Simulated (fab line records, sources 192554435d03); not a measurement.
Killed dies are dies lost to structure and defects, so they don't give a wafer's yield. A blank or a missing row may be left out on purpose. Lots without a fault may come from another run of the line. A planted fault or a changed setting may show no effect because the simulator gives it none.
One fault seen from 2 desks | flow n5_finfet | each desk has only its own numbers; what lay behind them comes last

THE TOOL OWNER'S DESK: cvd_co-01
The tool's own readings at N5_BEOL_M2_CVD_47 (deposits Co from CCTBA/H2, target thk 3 nm, time 223.8 s): means of the sampled wafers that have a number, for each lot that ran on this tool. A lot is out of limits, marked OUT, if its mean lies more than 4 standard deviations from the usual mean; the brackets give that distance.
Columns: A = run_length_s at N5_BEOL_M2_CVD_47, usual 246.5 s
lot  | first seen here | A
L330 | day 7 12:34     | 245.8
L329 | day 7 12:47     | 246.1
L335 | day 8 16:11     | 245.9
L338 | day 9 15:04     | 246.0
L340 | day 10 00:24    | 246.0
L343 | day 10 12:23    | 245.9
L347 | day 11 04:41    | 168.1 (-99 or more) OUT
L348 | day 11 19:44    | 168.7 (-99 or more) OUT
This desk's finding: out of limits on L347, L348; first on L347, day 11 04:41 (run_length_s at N5_BEOL_M2_CVD_47). In limits: L330, L329, L335, L338, L340, L343.

THE METROLOGY DESK
What the gauges read, lot by lot, whatever tool the lot ran on: means of the sampled wafers that have a number. A lot is out of limits, marked OUT, if its mean lies more than 4 standard deviations from the usual mean; the brackets give that distance. Of its 10 readings 7 are shown: those that lie furthest out on some lot.
Columns: A = DIBL_N at N5_BEOL_M4_RC_MEAS_101, usual 36.3 mV/V; B = IOFF_N at N5_BEOL_M4_RC_MEAS_101, usual 0.155 nA/um; C = IOFF_P at N5_BEOL_M4_RC_MEAS_101, usual 0.204 nA/um; D = ION_N at N5_BEOL_M4_RC_MEAS_101, usual 671 uA/um; E = SS_N at N5_BEOL_M4_RC_MEAS_101, usual 71.5 mV/dec; F = VT_N at N5_BEOL_M4_RC_MEAS_101, usual 250.2 mV; G = VT_P at N5_BEOL_M4_RC_MEAS_101, usual -251 mV
lot  | first seen here | A    | B     | C     | D   | E    | F     | G
L330 | day 8 15:50     | 35.7 | 0.136 | 0.199 | 666 | 70.8 | 250.9 | -248
L329 | day 8 17:21     | 35.3 | 0.150 | 0.201 | 666 | 71.5 | 248.0 | -249
L331 | day 8 18:48     | 35.0 | 0.154 | 0.208 | 670 | 71.4 | 249.3 | -249
L335 | day 9 17:58     | 38.9 | 0.191 | 0.246 | 675 | 72.4 | 248.8 | -247
L338 | day 10 16:14    | 35.7 | 0.144 | 0.211 | 670 | 71.9 | 250.3 | -247
L340 | day 11 00:20    | 36.5 | 0.154 | 0.191 | 670 | 71.7 | 251.0 | -253
L343 | day 11 13:34    | 36.1 | 0.142 | 0.165 | 668 | 71.4 | 251.6 | -256
L347 | day 12 10:29    | 34.8 | 0.129 | 0.184 | 669 | 71.3 | 252.1 | -251
L348 | day 12 20:58    | 36.1 | 0.151 | 0.205 | 670 | 71.3 | 252.0 | -250
L351 | day 13 14:47    | 34.5 | 0.117 | 0.176 | 653 | 71.3 | 253.8 | -252
L352 | day 13 19:38    | 35.9 | 0.146 | 0.183 | 669 | 71.7 | 251.2 | -253
This desk's finding: nothing out of limits on any of the 11 lots.

PUT TOGETHER
The tool owner's desk could have raised an alarm at day 11 04:41, on L347, L348.
The metrology desk saw nothing out of limits.
The metrology desk has L347, L348 on record, within its limits.
Of the lots named, all ran N5_BEOL_M2_CVD_47 on cvd_co-01.

WHAT THE SIMULATOR HAD PUT IN
Process parameter drift: cvd_co-01, from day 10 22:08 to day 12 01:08, at N5_BEOL_M2_CVD_47. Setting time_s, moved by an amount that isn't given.
Lots struck among those shown: L347, L348.
Hours from the fault's start to each desk's first reading out of limits: the tool owner's desk, 7.
